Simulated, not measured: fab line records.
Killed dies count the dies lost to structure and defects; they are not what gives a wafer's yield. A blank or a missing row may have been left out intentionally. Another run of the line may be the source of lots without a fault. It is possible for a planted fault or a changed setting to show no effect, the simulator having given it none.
Split-lot study	flow n5-finfet	21 wafers read from 7 lots, route of 1938 steps

## ON THE SPLIT
At N5_DUMMY_GATE_EXPOSE_12 (exposes mask GATE, target cd 25 nm), the setting dose-mj was moved away from the recipe's 34 on 4 of the 21 wafers read, by -5.0% to +5.8%. This setting was run at the recipe's value on the other wafers.

## FROM THE SPLIT TO THE READING: what the file shows between them, 7 steps
- N5_DUMMY_GATE_PEB_13: peb time 60 s
- N5_DUMMY_GATE_DEVELOP_14: develop time 30 s
- N5_DUMMY_GATE_CD_MEAS_15: target cd 25.8 nm
- N5_DUMMY_GATE_STRIP_38: strips in N2/H2
- N5_DUMMY_GATE_STRIP_39: strips in N2/H2
- N5_DUMMY_GATE_TRIM_49: chemistry O2, time 29 s, target cd 14 nm
- N5_DUMMY_GATE_STRIP_40: strips in CF4

## THE READING
cd-nm (nm) at N5_DUMMY_GATE_CD_MEAS_50, where the cd target is 14 nm. Fault-free wafers of this fab line usually give 14.0 nm, standard deviation 0.3 nm.

wafer	tool, chamber at the split	dose-mj as run	against the recipe	cd-nm, nm	against lot-mates on the recipe
L078.3	euv-scanner-01, 0	34	recipe	14.2	-
L078.4	euv-scanner-01, 0	34	recipe	13.9	-
L078.5	euv-scanner-01, 0	34	recipe	14.4	-
L079.1	euv-scanner-01, 0	34	recipe	14.4	-
L079.4	euv-scanner-01, 0	34	recipe	14.4	-
L079.6	euv-scanner-01, 0	34	recipe	13.8	-
L082.2	euv-scanner-01, 0	32.6	-4.1%	14.8	+0.9
L082.3	euv-scanner-01, 0	34	recipe	13.8	-
L082.6	euv-scanner-01, 0	34	recipe	13.9	-
L084.2	euv-scanner-02, 0	32.29	-5.0%	14.6	+0.7
L084.3	euv-scanner-02, 0	32.29	-5.0%	15.3	+1.4
L084.5	euv-scanner-02, 0	34	recipe	13.9	-
L085.2	euv-scanner-02, 0	34	recipe	13.8	-
L085.3	euv-scanner-02, 0	34	recipe	13.8	-
L085.6	euv-scanner-02, 0	34	recipe	14.1	-
L090.1	euv-scanner-02, 0	34	recipe	14.4	-
L090.2	euv-scanner-02, 0	34	recipe	13.9	-
L090.4	euv-scanner-02, 0	34	recipe	14.2	-
L092.2	euv-scanner-02, 0	35.96	+5.8%	12.8	-1.2
L092.5	euv-scanner-02, 0	34	recipe	14.0	-
L092.6	euv-scanner-02, 0	34	recipe	14.1	-

THE FIT
A straight line over all 21 wafers: cd-nm changes by -0.193 nm for each +1% of dose-mj; r = -0.87; the points scatter about the line by 0.25 nm.
The same after taking each lot's own level away (the mean of its wafers on the recipe; 21 wafers): -0.215 nm for each +1%; r = -0.92; scatter 0.21 nm.
Per that fit: largest dose-mj move, reading shift of 1.2 nm.
The span of the lots' own levels, 13.85 to 14.20 nm, comes to 1.2 times the standard deviation stated above.
So the lot-to-lot level changes the slope: the two fits differ.
Check: -1.23 nm against its lot-mates is what the line predicts for one of the wafers moved furthest among these (+5.8%) when that wafer is left out of the fit. It came out at -1.25 nm against them.

## THE OTHER SPLITS THESE WAFERS WENT THROUGH
Other splits were also applied to these wafers ahead of the reading. Each is held against what the fit with the lots' levels taken away leaves over:
other split on the same wafers	wafers away from the commonest value	r with cd-nm (lot level and that fit taken away)
N5_ZERO_LAYER_PECVD_02 time-s	7	-0.04
N5_ZERO_LAYER_COAT_05 spin-rpm	7	+0.01
N5_FIN_SAQP_PECVD_06 time-s	4	+0.06
N5_FIN_SAQP_HM_DEP_72 time-s	8	-0.16
N5_FIN_SAQP_ETCH_34 source-w	5	+0.14
N5_DUMMY_GATE_COAT_28 spin-rpm	8	+0.23

## THE WHOLE CHAIN: every reading that the file lists as answering this split, in the file's order
step	what it does	reading	change (the file's fit)	r (the file's)
N5_DUMMY_GATE_CD_MEAS_15	target cd 25.8 nm	cd-nm	-0.165 nm for each +1% of the setting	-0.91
N5_DUMMY_GATE_TRIM_49	chemistry O2, time 29 s, target cd 14 nm	DUMMY_GATE.cd-nm (the simulator's own value, which no gauge read)	-0.207 nm for each +1% of the setting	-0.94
N5_DUMMY_GATE_CD_MEAS_50	target cd 14 nm	cd-nm	-0.217 nm for each +1% of the setting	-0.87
N5_DUMMY_GATE_ETCH_44	etches poly-Si in HBr/O2, stops on SiO2, target depth 127.5 nm	DUMMY_GATE.cd-nm (the simulator's own value, which no gauge read)	-0.175 nm for each +1% of the setting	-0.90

## FILE'S OWN FIT
cd-nm changes by -0.217 nm for each +1% of dose-mj, r = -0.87.
